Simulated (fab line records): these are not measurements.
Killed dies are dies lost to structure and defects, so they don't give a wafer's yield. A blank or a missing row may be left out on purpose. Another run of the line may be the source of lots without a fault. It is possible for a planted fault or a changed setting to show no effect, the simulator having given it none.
Which of the tools did it? + flow nand_harc + Sampling: 6 lots, 18 wafers, 2 of 1302 route steps

## WHAT THE GAUGES READ, wafer by wafer
NHARC_P_CONTACT_INSPECT_27.
| lot  | measured     | on                | raw_defect_count |
|------|--------------|-------------------|------------------|
| L772 | day 6 13:08  | defect_inspect-01 | 116 196 187      |
| L775 | day 8 01:41  | defect_inspect-01 | 230 274 192      |
| L781 | day 10 05:05 | defect_inspect-01 | 267 353 309      |
| L788 | day 13 01:50 | defect_inspect-01 | 328 245 201      |
| L792 | day 14 22:32 | defect_inspect-01 | 224 144 286      |
| L794 | day 15 18:07 | defect_inspect-01 | 461 299 347      |

## WHAT TOOL EACH LOT RAN ON (gives the tool, then ch and the chambers of the sampled wafers, and finally the start)
| lot  | NHARC_P_CONTACT_PVD_32                  |
|------|-----------------------------------------|
| L772 | pvd_sputter-02, day 6 13:08 or earlier  |
| L775 | pvd_sputter-01, day 8 01:41 or earlier  |
| L781 | pvd_sputter-02, day 10 05:05 or earlier |
| L788 | pvd_sputter-01, day 13 01:50 or earlier |
| L792 | pvd_sputter-02, day 14 22:32 or earlier |
| L794 | pvd_sputter-02, day 15 18:07 or earlier |
- NHARC_P_CONTACT_PVD_32: deposits Ti, target thk 5 nm, time 17.7 s.

## THE ANSWER, worked out from the rows above alone
Rule: the usual values come from the lots themselves. The widest of any qualifying gaps counts: lots, ordered by their means at a reading, are off when they make up no more than a third of the lots, leave a main group of 4 or more, and stand apart from it by 3 or more times the standard deviation of that group's means. If all means in a main group match to the digits the tables above print for the reading, that group is not used. Also off: a lot with no number at a reading for which 4 or more lots have one. All remaining lots with rows at the step are treated as sound.
Nothing can be told from this: no lot is off at any reading shown.

## WHAT THE SIMULATOR PUT IN
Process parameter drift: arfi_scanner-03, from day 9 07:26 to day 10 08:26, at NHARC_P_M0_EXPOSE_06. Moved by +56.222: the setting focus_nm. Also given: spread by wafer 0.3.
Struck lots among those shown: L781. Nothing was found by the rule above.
